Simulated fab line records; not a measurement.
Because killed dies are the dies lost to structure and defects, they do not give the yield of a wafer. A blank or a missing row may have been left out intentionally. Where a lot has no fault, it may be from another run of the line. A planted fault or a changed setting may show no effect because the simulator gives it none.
fab line records	flow n5Finfet
record: lots: 11	wafers: 33	lastDay: 16
route steps=1938 shown BEOL_M15@1828 MIM_TOP@1834 MIM_TOP_ETCH@1852 MIM_BOT_LITHO@1862 PASSIVATION@1936
lots that met no fault: taken from a fault-free run of the same line
startH: the number of hours between the record's first day and the start of the first shown wafer of the lot	waitH: hours since the lot's step before	" unchanged from the row above	L1.1+2: a row that stands for several wafers	- no value, or no start was given	* or withheld: withheld	< > ~ a bound
route shown NAME@n: a module of which the file shows steps, and the number in the route of the first	usual: mean and standard deviation over wafers with no fault	same: alike in all rows	chamber/n: place in a boat	sites: readings site by site	_std_site: the standard deviation of these	_edge_site: mean of outer sites minus mean of inner sites	radiusMm: how far each site lies from the wafer's centre	mask NAME#n: copy n	behind: the last tool/chamber to shape the wafer	hold: reason for holding the lot/hours on hold/outcome of the hold	device: whichever transistor did not switch (one of n, p or np)	end of line: tests of these same wafers at the route's end	a step without rows: its recipe alone	killed: dies lost to structure and defects at the first sort, not the wafer's yield	map: the dies of a wafer, with x for killed, . for not killed, _ for no die there
set.NAME: setting as actually run; set.NAME@STEP: the setting as run at that earlier step	model.NAME: the simulator's own value behind a step, which no gauge read
route steps across a sampled set of lots; one table per step, one row per wafer
services: the hour from which a tool's chamber was out of use, counted from the record's first day as startH (under 0 if before that day), plus the number of hours and why
== steps ==
step: N5_BEOL_M15_RS_MEAS_54
recipe: thkMeasGauge: four-point-probe	reads: Cu_of_BEOL_M15_ECD_47+Ta_of_BEOL_M15_SPUTTER_44+TaN_of_BEOL_M15_SPUTTER_43
usual: M15_RS: 0.0217/0.0004
lot.wafer	tool	chamber	startH	waitH	M15_RS[ohm/sq]
L712.1	filmMetro-01	-	255.62	0.0	0.0218
L712.3	"	-	"	"	0.0217
L712.6	"	-	"	"	0.0215
L714.2	filmMetro-01	-	280.46	0.1	0.0216
L714.3	"	-	"	"	0.0220
L714.6	"	-	"	"	0.0221
L715.1	filmMetro-02	-	281.56	0.0	0.0214
L715.2	"	-	"	"	0.0212
L715.4	"	-	"	"	0.0216
L716.1	filmMetro-01	-	288.89	0.1	0.0212
L716.2	"	-	"	"	0.0218
L716.6	"	-	"	"	0.0218
L719.1	filmMetro-02	-	305.35	0.0	0.0226
L719.3	"	-	"	"	0.0221
L719.6	"	-	"	"	0.0224
L720.2	filmMetro-02	-	310.51	0.1	0.0220
L720.3	"	-	"	"	0.0221
L720.6	"	-	"	"	0.0224
L722.1	filmMetro-02	-	323.58	0.0	0.0213
L722.2	"	-	"	"	0.0213
L722.5	"	-	"	"	0.0213
L723.2	filmMetro-02	-	324.53	0.1	0.0220
L723.5	"	-	"	"	0.0222
L723.6	"	-	"	"	0.0219
L724.1	filmMetro-01	-	331.05	0.0	0.0222
L724.2	"	-	"	"	0.0220
L724.5	"	-	"	"	0.0216
L725.2	filmMetro-02	-	351.96	0.1	0.0219
L725.4	"	-	"	"	0.0218
L725.6	"	-	"	"	0.0208
L730.1	filmMetro-02	-	368.50	0.0	0.0209
L730.2	"	-	"	"	0.0216
L730.4	"	-	"	"	0.0222
step: N5_MIM_TOP_ALD_00
recipe: material: Al2O3	targetThkA: *	tempC: withheld	aldPrecursorFamily: TMA	aldCoReactant: O3	pulseTimeS: withheld	purgeTimeS: 3	coReactantPurgeTimeS: withheld	coReactantPulseTimeS: 3	aldCycles: withheld
usual: precursorPulseHeightRel: 1.004/0.019
lot.wafer	tool	chamber	startH	waitH	precursorPulseHeightRel
L712.1	aldHk-02	2	257.34	0.1	0.977
L712.3	"	1	"	"	1.018
L712.6	"	2	"	"	1.001
L714.2	aldHk-03	3	283.18	0.1	0.990
L714.3	"	2	"	"	1.014
L714.6	"	3	"	"	1.025
L715.1	aldHk-02	0	283.48	0.1	0.976
L715.2	"	1	"	"	1.002
L715.4	"	2	"	"	1.021
L716.1	aldHk-01	2	291.33	0.1	0.996
L716.2	"	1	"	"	1.023
L716.6	"	2	"	"	1.029
L719.1	aldHk-02	1	306.67	0.1	1.000
L719.3	"	2	"	"	1.004
L719.6	"	3	"	"	1.017
L720.2	aldHk-01	0	314.12	0.1	1.036
L720.3	"	2	"	"	0.980
L720.6	"	3	"	"	1.012
L722.1	aldHk-01	1	325.53	0.1	1.004
L722.2	"	2	"	"	1.000
L722.5	"	3	"	"	1.020
L723.2	aldHk-02	0	328.17	0.1	1.014
L723.5	"	1	"	"	1.023
L723.6	"	2	"	"	0.985
L724.1	aldHk-02	1	332.61	0.1	0.990
L724.2	"	2	"	"	0.987
L724.5	"	1	"	"	0.993
L725.2	aldHk-03	3	353.93	0.1	0.997
L725.4	"	1	"	"	1.021
L725.6	"	2	"	"	1.011
L730.1	aldHk-02	2	370.72	0.1	1.019
L730.2	"	1	"	"	1.014
L730.4	"	0	"	"	0.994
step: N5_MIM_TOP_ETCH_STRIP_01
recipe: chemistry: O2	powerW: 600	tempC: 60	pressureMtorr: 30	rfFrequencyHz: 6e+07	biasPowerW: 0	overashFraction: 0.5	o2FlowSccm: 225
usual: drypumpMotorCurrentA: 5.8/0.53	o2FlowSccm: 225.0/0.61	oesProductAu: 0.78/0.075	rfVppV: 3.7/1.5	showerheadPlenumPTorr: 2.11/0.064	tempC: 60.00/0.13	throttleValvePct: 16.6/0.34
lot.wafer	tool	chamber	startH	waitH	drypumpMotorCurrentA	o2FlowSccm	oesProductAu	rfHoursCounterH	rfVppV	showerheadPlenumPTorr	tempC	throttleValvePct
L712.1	rieDiel-02	3	262.36	0.2	6.6	225.3	0.86	53	3.2	2.22	60.12	16.5
L712.3	"	0	"	"	5.1	225.0	0.69	226	2.2	2.06	60.02	17.0
L712.6	"	1	"	"	5.4	225.4	0.80	-	3.0	2.09	59.87	16.3
L714.2	rieDiel-04	0	284.76	0.1	5.6	224.8	0.72	215	1.5	2.07	60.27	17.1
L714.3	"	3	"	"	5.7	225.2	0.93	26	3.2	2.15	60.14	16.2
L714.6	"	0	"	"	5.6	224.7	0.71	-	5.4	2.07	60.12	17.1
L715.1	rieDiel-02	1	285.16	0.1	5.4	225.1	0.81	95	4.1	2.09	60.17	16.3
L715.2	"	2	"	"	6.6	224.8	0.87	55	2.1	2.11	59.93	16.1
L715.4	"	3	"	"	6.6	225.8	0.88	61	1.1	2.21	59.92	16.5
L716.1	rieDiel-03	3	293.02	0.1	5.6	224.4	0.82	67	4.5	2.22	59.86	16.5
L716.2	"	2	"	"	5.1	225.3	0.78	136	4.6	2.11	60.11	16.9
L716.6	"	0	"	"	5.9	225.3	0.73	-	5.3	2.08	59.85	16.8
L719.1	rieDiel-02	2	310.46	0.6	6.6	225.1	0.84	65	1.0	2.11	60.02	16.1
L719.3	"	1	"	"	5.3	224.9	0.80	105	4.4	2.09	59.76	16.3
L719.6	"	3	"	"	6.6	225.8	0.84	-	4.7	2.21	60.02	16.6
L720.2	rieDiel-03	0	316.10	0.2	5.9	224.8	0.72	203	1.8	2.08	59.96	16.8
L720.3	"	3	"	"	5.6	224.1	0.81	76	1.4	2.22	59.94	16.5
L720.6	"	1	"	"	6.0	225.1	0.71	-	2.5	1.99	59.88	16.9
L722.1	rieDiel-02	1	329.06	0.1	5.4	224.8	0.79	114	2.8	2.08	60.01	16.3
L722.2	"	3	"	"	6.6	226.2	0.84	78	6.5	2.21	59.98	16.6
L722.5	"	2	"	"	6.6	224.8	0.83	-	4.1	2.10	59.95	16.1
L723.2	rieDiel-02	1	329.72	0.1	5.4	224.6	0.78	114	2.9	2.09	59.90	16.3
L723.5	"	0	"	"	5.1	224.9	0.67	-	7.2	2.05	60.07	17.1
L723.6	"	1	"	"	5.4	224.5	0.78	-	4.4	2.09	59.89	16.3
L724.1	rieDiel-02	2	336.54	0.1	6.6	225.6	0.82	76	4.8	2.10	60.05	16.1
L724.2	"	1	"	"	5.4	224.5	0.79	117	4.7	2.08	59.94	16.3
L724.5	"	1	"	"	5.4	225.8	0.78	-	4.4	2.08	59.73	16.3
L725.2	rieDiel-02	1	355.44	0.1	5.4	224.4	0.79	122	3.5	2.08	60.06	16.3
L725.4	"	3	"	"	6.6	225.4	0.83	87	3.7	2.20	59.92	16.6
L725.6	"	2	"	"	6.6	224.0	0.84	-	3.5	2.10	60.12	16.1
L730.1	rieDiel-02	2	372.57	0.1	6.6	224.4	0.82	86	4.7	2.10	59.76	16.2
L730.2	"	1	"	"	5.4	224.6	0.77	127	2.1	2.08	60.19	16.3
L730.4	"	3	"	"	6.6	225.7	0.83	92	4.9	2.20	60.93	16.6
step: N5_MIM_BOT_LITHO_CD_MEAS_08
recipe: targetCdNm: 3000	landingEnergyEv: 500	detector: seInlens	polarity: opening
usual: cdNm: 3000.6/2.1
lot.wafer	tool	chamber	startH	waitH	cdNm
L712.1	cdSem-01	0	262.77	-	3004.5
L712.3	"	0	"	"	3003.4
L712.6	"	0	"	"	3003.9
L714.2	cdSem-01	0	285.18	-	2996.7
L714.3	"	0	"	"	3000.4
L714.6	"	0	"	"	2997.0
L715.1	cdSem-01	0	285.58	-	3004.4
L715.2	"	0	"	"	3002.3
L715.4	"	0	"	"	3004.3
L716.1	cdSem-03	0	293.46	-	2996.1
L716.2	"	0	"	"	2997.6
L716.6	"	0	"	"	3001.3
L719.1	cdSem-01	0	311.00	-	3001.3
L719.3	"	0	"	"	3001.4
L719.6	"	0	"	"	3000.2
L720.2	cdSem-03	0	316.64	-	3000.8
L720.3	"	0	"	"	3003.2
L720.6	"	0	"	"	2999.5
L722.1	cdSem-02	0	329.61	-	3001.3
L722.2	"	0	"	"	3001.0
L722.5	"	0	"	"	3001.9
L723.2	cdSem-03	0	330.15	-	3001.8
L723.5	"	0	"	"	3001.9
L723.6	"	0	"	"	3000.2
L724.1	cdSem-02	0	337.09	-	3003.7
L724.2	"	0	"	"	3002.5
L724.5	"	0	"	"	3003.2
L725.2	cdSem-02	0	355.87	-	3001.0
L725.4	"	0	"	"	2999.5
L725.6	"	0	"	"	2999.9
L730.1	cdSem-02	0	373.11	-	3002.2
L730.2	"	0	"	"	3002.9
L730.4	"	0	"	"	3004.1
step: N5_PASSIVATION_PROBE_49
usual: defectLimitedYield: 90.9/1.5	killed_at_M0_to_M3: 35/10	killed_at_M4_up: 14/5.2	killedAtContacts: 13/7.3	killedAtFrontEnd: 42/12	killedAtOther: 3.4/2.5	killedDies: 108/18	killedOpen: 70/13	killedShort: 35/8	sort_bin_5_function: 5.4/1	sort_bin_6_memory: 3.4/0.71	sort_bin_8_speed: 0.00/0.0099	sortNPass: 1072/18	sortYieldPct: 90.9/1.5
same: grossDies: 1180	killedAtBackSide: 0	sort_bin_4_leakage[%]: 0
lot.wafer	tool	chamber	startH	waitH	defectLimitedYield[%]	killed_at_M0_to_M3	killed_at_M4_up	killedAtContacts	killedAtFrontEnd	killedAtOther	killedDies	killedOpen	killedShort	sort_bin_5_function[%]	sort_bin_6_memory[%]	sort_bin_8_speed[%]	sortNPass	sortYieldPct[%]
L712.1	prober-02	-	273.68	0.0	93.1	25	12	11	28	6	82	49	32	3.3	3.3	0	1098	93.1
L712.3	prober-02	-	273.78	0.1	92.8	18	16	14	33	4	85	57	26	4.9	1.9	0	1095	92.8
L712.6	prober-02	-	273.93	0.3	91.5	19	23	10	42	6	100	70	24	4.9	3.2	0	1080	91.5
L714.2	prober-01	-	294.16	0.1	92.0	38	13	6	28	9	94	58	28	4.9	2.5	0	1086	92.0
L714.3	prober-01	-	294.21	0.1	92.2	38	13	18	22	1	92	60	28	4.5	3.1	0	1088	92.2
L714.6	prober-01	-	294.36	0.3	92.5	32	11	19	25	2	89	58	29	4.1	2.9	0	1091	92.5
L716.1	prober-01	-	303.99	0.0	90.7	29	10	11	55	5	110	69	36	5.5	3.2	0	1070	90.7
L716.2	prober-01	-	304.04	0.1	93.7	25	6	4	37	2	74	51	23	3.6	2.3	0	1106	93.7
L716.6	prober-01	-	304.24	0.3	92.1	32	14	12	31	4	93	57	34	4.3	3.1	0	1087	92.1
L719.1	prober-02	-	320.97	0.0	92.4	43	12	7	22	6	90	62	28	4.9	2.4	0	1090	92.4
L719.3	prober-02	-	321.07	0.1	91.8	30	14	6	47	0	97	67	26	5.3	2.8	0	1083	91.8
L719.6	prober-02	-	321.22	0.3	90.1	37	25	5	48	2	117	77	39	6.2	3.6	0	1063	90.1
L720.2	prober-02	-	325.42	0.1	91.4	42	11	16	31	2	102	57	44	4.9	3.5	0	1078	91.4
L720.3	prober-02	-	325.47	0.1	87.8	58	22	26	34	4	144	93	47	7.9	4.2	0	1036	87.8
L720.6	prober-02	-	325.62	0.3	90.3	42	8	11	46	8	115	66	49	6.1	3.2	0	1065	90.3
L730.1	prober-02	-	381.99	0.0	91.2	33	11	10	44	6	104	81	22	5.3	3.1	0	1076	91.2
L730.2	prober-02	-	382.04	0.1	92.9	32	10	14	26	2	84	58	25	4.6	2.5	0	1096	92.9
L730.4	prober-02	-	382.14	0.2	91.4	30	20	10	40	2	102	62	38	5.3	3.2	0	1078	91.4
killed by level:class
L712.1 MOL_CONTACT_COAG:geometricParticle:open=7 BEOL_M3:geometricParticle:open=7 FIN_SAQP:geometricParticle:short=6 BEOL_M0_SAQP:geometricParticle:short=6 BEOL_M1:geometricParticle:open=5 STI_FIN_REVEAL:geometricParticle:open=4 ILD0:geometricParticle:open=4 MOL_CONTACT_COAG:geometricParticle:short=4
L712.3 MOL_CONTACT_COAG:geometricParticle:open=14 BEOL_M4:geometricParticle:open=13 GATE_CUT:geometricParticle:short=7 FIN_SAQP:geometricParticle:open=6 FIN_SAQP:geometricParticle:short=5 BEOL_M0_SAQP:geometricParticle:open=4 BEOL_M0_SAQP:geometricParticle:short=4 ILD0:geometricParticle:short=3
L712.6 FIN_SAQP:geometricParticle:open=17 BEOL_M4:geometricParticle:open=17 MOL_CONTACT_COAG:geometricParticle:open=6 BEOL_M0_SAQP:geometricParticle:open=5 FIN_SAQP:geometricParticle:short=4 BEOL_M3:geometricParticle:open=4 STARTING-WAFER:geometricParticle:open=4 BEOL_M0:geometricParticle:open=3
L714.2 BEOL_M0_SAQP:geometricParticle:open=9 STI_FIN_REVEAL:geometricParticle:open=7 BEOL_M3:geometricParticle:open=6 PASS1_CAP:geometricParticle:short=6 FIN_SAQP:geometricParticle:open=5 MOL_CONTACT_COAG:geometricParticle:open=5 BEOL_M0:geometricParticle:open=5 BEOL_M1:geometricParticle:open=4
L714.3 MOL_CONTACT_COAG:geometricParticle:open=13 BEOL_M1:geometricParticle:open=9 FIN_SAQP:geometricParticle:open=6 BEOL_M1:geometricParticle:short=5 BEOL_M3:geometricParticle:open=5 MOL_CONTACT_COAG:geometricParticle:short=4 BEOL_M0_SAQP:geometricParticle:short=4 BEOL_M0:geometricParticle:open=4
L714.6 MOL_CONTACT_COAG:geometricParticle:open=17 BEOL_M3:geometricParticle:open=11 FIN_SAQP:geometricParticle:open=9 BEOL_M1:geometricParticle:open=5 BEOL_M0_SAQP:geometricParticle:short=4 BEOL_M1:geometricParticle:short=4 BEOL_M4:geometricParticle:open=4 FIN_SAQP:geometricParticle:short=3
L716.1 FIN_SAQP:geometricParticle:open=11 FIN_SAQP:geometricParticle:short=9 STI_FIN_REVEAL:geometricParticle:open=7 MOL_CONTACT_COAG:geometricParticle:open=6 DUMMY_GATE:geometricParticle:open=5 BEOL_M1:geometricParticle:open=5 BEOL_M2:geometricParticle:open=5 ILD0:geometricParticle:short=4
L716.2 FIN_SAQP:geometricParticle:short=9 FIN_SAQP:geometricParticle:open=8 BEOL_M3:geometricParticle:open=6 BEOL_M0_SAQP:geometricParticle:open=6 BEOL_M2:geometricParticle:open=5 MOL_CONTACT_COAG:geometricParticle:open=4 DUMMY_GATE:geometricParticle:open=3 STARTING-WAFER:geometricParticle:open=3
L716.6 BEOL_M0_SAQP:geometricParticle:open=11 MOL_CONTACT_COAG:geometricParticle:open=10 BEOL_M0_SAQP:geometricParticle:short=10 FIN_SAQP:geometricParticle:short=6 DUMMY_GATE:geometricParticle:open=6 STI_FIN_REVEAL:geometricParticle:open=5 BEOL_M3:geometricParticle:open=5 FIN_SAQP:geometricParticle:open=4
L719.1 BEOL_M0_SAQP:geometricParticle:open=17 BEOL_M0_SAQP:geometricParticle:short=9 BEOL_M2:geometricParticle:open=7 MOL_CONTACT_COAG:geometricParticle:open=6 BEOL_M4:geometricParticle:open=6 FIN_SAQP:geometricParticle:short=4 GATE_CUT:geometricParticle:short=4 BEOL_M3:geometricParticle:open=4
L719.3 GATE_CUT:geometricParticle:short=11 FIN_SAQP:geometricParticle:open=10 BEOL_M2:geometricParticle:open=10 BEOL_M0_SAQP:geometricParticle:open=6 STI_FIN_REVEAL:geometricParticle:open=5 MOL_CONTACT_COAG:geometricParticle:open=5 ILD0:geometricParticle:open=4 GATE_CUT:geometricParticle:open=4
L719.6 BEOL_M4:geometricParticle:open=11 STI_FIN_REVEAL:geometricParticle:open=10 BEOL_M0_SAQP:geometricParticle:open=9 BEOL_M1:geometricParticle:open=9 BEOL_M2:geometricParticle:open=7 BEOL_M8:geometricParticle:open=6 FIN_SAQP:geometricParticle:short=5 BEOL_M0_SAQP:geometricParticle:short=5
L720.2 FIN_SAQP:geometricParticle:short=17 MOL_CONTACT_COAG:geometricParticle:open=12 BEOL_M0_SAQP:geometricParticle:open=12 BEOL_M0_SAQP:geometricParticle:short=9 FIN_SAQP:geometricParticle:open=7 BEOL_M1:geometricParticle:open=6 BEOL_M4:geometricParticle:open=6 BEOL_M2:geometricParticle:open=5
L720.3 MOL_CONTACT_COAG:geometricParticle:open=19 FIN_SAQP:geometricParticle:short=13 BEOL_M1:geometricParticle:open=13 BEOL_M4:geometricParticle:open=10 BEOL_M0_SAQP:geometricParticle:short=9 BEOL_M0_SAQP:geometricParticle:open=8 BEOL_M3:geometricParticle:open=8 MOL_CONTACT_COAG:geometricParticle:short=7
L720.6 FIN_SAQP:geometricParticle:short=14 FIN_SAQP:geometricParticle:open=11 BEOL_M0_SAQP:geometricParticle:short=11 BEOL_M3:geometricParticle:open=10 MOL_CONTACT_COAG:geometricParticle:open=8 BEOL_M0_SAQP:geometricParticle:open=6 BEOL_M1:geometricParticle:open=5 BEOL_M5:geometricParticle:open=4
L730.1 FIN_SAQP:geometricParticle:open=10 MOL_CONTACT_COAG:geometricParticle:open=10 BEOL_M1:geometricParticle:open=9 STI_FIN_REVEAL:geometricParticle:open=8 DUMMY_GATE:geometricParticle:open=6 GATE_CUT:geometricParticle:short=6 BEOL_M0_SAQP:geometricParticle:open=6 BEOL_M2:geometricParticle:open=5
L730.2 MOL_CONTACT_COAG:geometricParticle:open=11 BEOL_M2:geometricParticle:open=8 BEOL_M3:geometricParticle:open=7 FIN_SAQP:geometricParticle:short=5 GATE_CUT:geometricParticle:open=5 BEOL_M0:geometricParticle:open=5 BEOL_M4:geometricParticle:open=5 BEOL_M1:geometricParticle:open=4
L730.4 MOL_CONTACT_COAG:geometricParticle:open=8 GATE_CUT:geometricParticle:short=7 BEOL_M5:geometricParticle:open=6 FIN_SAQP:geometricParticle:short=5 STI_FIN_REVEAL:geometricParticle:open=5 DUMMY_GATE:geometricParticle:open=5 STARTING-WAFER:geometricParticle:short=5 BEOL_M1:geometricParticle:open=4
== services ==
tool	chamber	startH	hours	kind
rieDiel-03	0	236.50	2.5	repair
rieDiel-04	1	264.02	3.2	repair
rieDiel-02	1	266.25	1.6	repair
aldHk-01	-	276.37	8.7	pm
rieDiel-04	-	301.12	28.1	pm
rieDiel-02	0	307.62	3.9	repair
aldHk-03	-	332.00	2.2	repair
rieDiel-02	0	333.52	-	clean
rieDiel-02	0	333.52	-	consumableReplace:focusRing
rieDiel-02	0	333.52	15.5	scheduledDown
rieDiel-02	0	333.52	15.5	ventCycle
aldHk-02	-	340.84	14.6	pm
rieDiel-03	3	356.86	1.3	repair
== key ==
firstSign: step: N5_MIM_TOP_ETCH_STRIP_01	reading: tempC	direction: up	sigmas: 7.4	usual: *	struck: *
effect none on later readings
metAt N5_MIM_TOP_ETCH_STRIP_01
struckLots L730
struckWafers L730.4
notActingAt N5_BEOL_M15_RS_MEAS_54,N5_MIM_TOP_ALD_00,N5_MIM_BOT_LITHO_CD_MEAS_08
onsetBetween 355.44 372.57
fault: kind: processParameterDrift	tool: rieDiel-02	chamber: 3	onsetH: 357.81	steps: N5_MIM_TOP_ETCH_STRIP_01	channel: tempC	offset: *	shape: step	endH: 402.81	actsIn: *	stated: *
